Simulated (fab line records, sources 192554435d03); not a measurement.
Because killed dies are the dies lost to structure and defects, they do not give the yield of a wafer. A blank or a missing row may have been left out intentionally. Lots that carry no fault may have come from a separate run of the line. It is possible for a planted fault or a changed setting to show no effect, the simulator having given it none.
2 desks looking at one fault | flow n5-finfet | only its own numbers are on each desk; what lay behind them is given at the end

METROLOGY DESK
What the gauges read for every lot (on any tool): the sampled wafers with a number, averaged. A lot is out of limits, marked OUT, if its mean lies more than 4 standard deviations from the usual mean; the brackets give that distance.
Columns: A = M8_THK at N5_BEOL_M8_THK_MEAS_53, usual 81.1 nm
lot  | first seen here | A
L481 | day 10 05:50    | 84.1
L484 | day 10 17:47    | 82.5
L491 | day 12 10:58    | 81.1
L490 | day 12 11:47    | 78.6
L492 | day 13 09:18    | 75.8
L498 | day 13 21:44    | 81.3
L499 | day 14 16:21    | 81.2
L502 | day 15 10:27    | 78.2
L504 | day 16 06:17    | 79.6
L503 | day 16 09:43    | 78.8
Finding of this desk: none of the 10 lots has anything out of limits.

TOOL OWNER'S DESK, ald-metal-02
The tool's own readings at N5_BEOL_M8_ALD_77 (deposits TaN, target thk 2 nm, pulse time 2 s, purge time 3 s): means of the sampled wafers that have a number, for each lot that ran on this tool. A lot is out of limits, marked OUT, if its mean lies more than 4 standard deviations from the usual mean; the brackets give that distance.
Columns: A = heater-power-w at N5_BEOL_M8_ALD_77, usual 413 W; B = precursor-vessel-pressure-torr at N5_BEOL_M8_ALD_77, usual 26.25 Torr
lot  | first seen here | A   | B
L481 | day 10 02:27    | 401 | 26.29
L491 | day 12 09:19    | 405 | 26.24
L490 | day 12 10:02    | 413 | 26.18
L502 | day 15 08:07    | 408 | 26.22
L504 | day 16 04:54    | 400 | 26.24
L503 | day 16 07:59    | 411 | 26.21
Finding of this desk: none of the 6 lots has anything out of limits.

TAKEN TOGETHER
From the metrology desk's view, nothing was out of limits.
The tool owner's desk saw nothing out of limits.

WHAT THE SIMULATOR HAD INSERTED
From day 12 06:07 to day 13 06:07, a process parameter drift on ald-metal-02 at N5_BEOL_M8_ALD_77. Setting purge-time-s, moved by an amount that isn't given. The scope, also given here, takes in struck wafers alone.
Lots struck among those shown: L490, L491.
